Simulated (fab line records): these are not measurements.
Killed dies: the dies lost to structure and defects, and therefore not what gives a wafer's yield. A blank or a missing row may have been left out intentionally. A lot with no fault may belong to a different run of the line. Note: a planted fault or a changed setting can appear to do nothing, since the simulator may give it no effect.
Comparing a struck lot with a sound one :: flow nand harc :: 41 out of 1302 route steps
Sound: the wafers L836.1, L836.3, L836.4. The struck wafers were L844.2, L844.4, L844.5. The cause is given at the end.
Each step with rows lists, per side, the tool, then ch with its chambers, then its first start. Under that, the readings that differ: sound wafers :: struck wafers :: difference of the means :: sigmas: that difference in standard deviations of wafers without a fault.
alike: readings with means less than 2 such deviations apart, plus words and numbers identical on both sides. not compared: withheld readings, readings lacking a value on some wafer, bounds such as >300 that could conceal the same value, and numbers that have no deviation in the record and whose values overlap.
A row with sigmas, a row that says differs or no value, or rows on one side alone: a step with any of these is where the two part. Non-overlapping numbers with no deviation appear without sigmas and do not part them. Lack of a reading on every wafer of one side parts them only where that side has two or more wafers.

first, 2 steps without rows for these wafers: NHARC_A_SGD_CUT_PEB_07 (peb time 65 s); NHARC_A_SGD_CUT_DEVELOP_08 (develop time 35 s).
NHARC_A_SGD_CUT_CD_MEAS_09: the cd target is 100 nm.
  sound on cd sem-01 ch 0, day 19 17:16; struck on cd sem-01 ch 0, day 23 18:17
  alike: cd nm
NHARC_A_SGD_CUT_OVL_MEAS_10:
  sound: overlay-01 at day 19 17:21; struck: overlay-02 at day 23 18:23
  alike: overlay x nm, overlay y nm
NHARC_A_SGD_CUT_INSPECT_11:
  sound: defect inspect-02 at day 19 17:23; struck: defect inspect-01 at day 23 18:25
reading: raw defect count
sound: 86 73 62
struck: 11 15 12
difference: -61
sigmas: -3
then, 3 steps without rows for these wafers: NHARC_A_SGD_CUT_DESCUM_14 (chemistry O2, time 3 s); NHARC_A_SGD_CUT_ETCH_58 (etches the open film in CF4, target depth 39 nm, time 65 s); NHARC_A_SGD_CUT_ETCH_59 (etches the open film in N2/H2, target depth 260 nm, time 406.25 s).
NHARC_A_SGD_CUT_ETCH_15: etches the open film in CH3F/O2, target depth 75 nm, time 64.3 s.
  sound on rie diel-06 ch 1,2,3; struck on rie diel-02 ch 0,3
  alike: drypump motor current A, mfc ar sccm, oes product au, rf vpp V, showerhead plenum p Torr, throttle valve pct
  not compared: rf hours counter h
then, 3 steps without rows for these wafers: NHARC_A_SGD_CUT_ETCH_16 (etches the open film in C4F8/O2/Ar, target depth 310.5 nm, time 155.2 s); NHARC_A_SGD_CUT_STRIP_60 (strips in C4F8/O2/Ar); NHARC_A_SGD_CUT_STRIP_17 (strips in O2).
NHARC_A_SGD_CUT_PRECLEAN_18: cleans in SC1.
  sound on wet bench-07 ch 0,1,2, day 19 18:25; struck on wet bench-07 ch 4,6,7, day 23 19:27
  alike: bath heat duty pct
then, 3 steps without rows for these wafers: NHARC_A_SGD_CUT_SRD_19; NHARC_A_SGD_CUT_DEP_20 (deposits SiO2, target thk 150 nm); NHARC_A_SGD_CUT_ANNEAL_27 (time 1800 s).
NHARC_A_SGD_CUT_CMP_21: polishes, target thk 148.19 nm.
  sound on cmp-02 ch 1,2,3, day 19 23:04; struck on cmp-01 ch 1,2,3, day 24 02:52
  alike: motor current A, time to endpoint s
NHARC_A_SGD_CUT_THK_MEAS_22: measures by ellipsometry.
  sound: film metro-01 at day 19 23:19; struck: film metro-02 at day 24 03:04
  alike: thk nm
then, 15 steps without rows for these wafers: NHARC_A_SGD_CUT_SRD_23; NHARC_A_SGD_CUT_ETCH_26 (etches SiO2 in dHF, target depth 45.8 nm); NHARC_A_SGD_CUT_ETCHBACK_24 (etches the open film in CH3F/O2, target depth 50 nm, time 92.857 s); NHARC_A_SGD_CUT_STRIP_28 (strips in O2, time 20 s); NHARC_A_SLIT_DEP_25 (deposits SiO2, target thk 200 nm); NHARC_A_SLIT_DEP_00 (deposits aC, target thk 6200 nm); NHARC_A_SLIT_DEP_23 (deposits SiON, target thk 100 nm); NHARC_A_SLIT_DEHYDRATE_01 (time 120 s); NHARC_A_SLIT_HMDS_02 (time 30 s); NHARC_A_SLIT_COAT_03 (resist thk 90 nm); NHARC_A_SLIT_SOFTBAKE_04 (time 55 s); NHARC_A_SLIT_EBR_05; NHARC_A_SLIT_EXPOSE_06 (exposes mask SLIT); NHARC_A_SLIT_PEB_07 (peb time 65 s); NHARC_A_SLIT_DEVELOP_08 (develop time 35 s).
NHARC_A_SLIT_CD_MEAS_09: the cd target is 300 nm.
  sound on cd sem-01 ch 0, day 20 08:17; struck on cd sem-01 ch 0, day 24 08:23
  alike: cd nm
NHARC_A_SLIT_OVL_MEAS_10:
  sound: overlay-02 at day 20 08:23; struck: overlay-01 at day 24 08:28
  alike: overlay x nm, overlay y nm
then, 1 step without rows for these wafers: NHARC_A_SLIT_DESCUM_14 (chemistry O2, time 3 s).
NHARC_A_SLIT_ETCH_24: etches the open film in CF4/CHF3, target depth 121 nm, time 60.5 s.
  sound on rie diel-01 ch 0,1,2, day 20 08:35; struck on rie diel-03 ch 0,1,2, day 24 08:40
  alike: drypump motor current A, mfc ar sccm, oes product au, rf vpp V, showerhead plenum p Torr, throttle valve pct
  not compared: rf hours counter h
then, 1 step without rows for these wafers: NHARC_A_SLIT_ETCH_15 (etches the open film in O2/COS, target depth 6200 nm, time 1612 s).
NHARC_A_SLIT_ETCH_17: etches the open film in C4F8/O2/Ar, time 4254.5 s, target depth 20300 nm.
  sound on har etch-02 ch 0,1, day 20 13:17; struck on har etch-01 ch 0, day 24 10:59
reading: showerhead plenum p Torr (Torr)
sound: 3.91 3.91 3.88
struck: 3.61 3.61 3.61
difference: -0.29
sigmas: -2
  alike: drypump motor current A, mfc ar sccm, throttle valve pct
  not compared: rf hours counter h
NHARC_A_SLIT_ETCH_26: etches the open film in C4F8/O2/Ar, time 90 s, target depth 400 nm.
  sound on har etch-02 ch 0,1, day 20 16:23; struck on har etch-01 ch 0, day 24 14:04
reading: showerhead plenum p Torr (Torr)
sound: 3.95 3.95 3.92
struck: 3.64 3.64 3.64
difference: -0.30
sigmas: -2
  alike: drypump motor current A, mfc ar sccm, throttle valve pct
  not compared: rf hours counter h
-- the record jumps here: 5 days lie between the struck wafers' starts before and after (it left off in module A_SLIT and takes up again in module END, whose first step shown is number 1302 of the route) --
NHARC_END_SORT_01:
  here the record holds rows for the struck wafers (prober-01 ch 0, day 29 03:11) but none for the sound ones

## WHERE THEY PART
First at NHARC_A_SGD_CUT_INSPECT_11; last, within this record, at NHARC_END_SORT_01.

WHY: whatever the simulator had introduced
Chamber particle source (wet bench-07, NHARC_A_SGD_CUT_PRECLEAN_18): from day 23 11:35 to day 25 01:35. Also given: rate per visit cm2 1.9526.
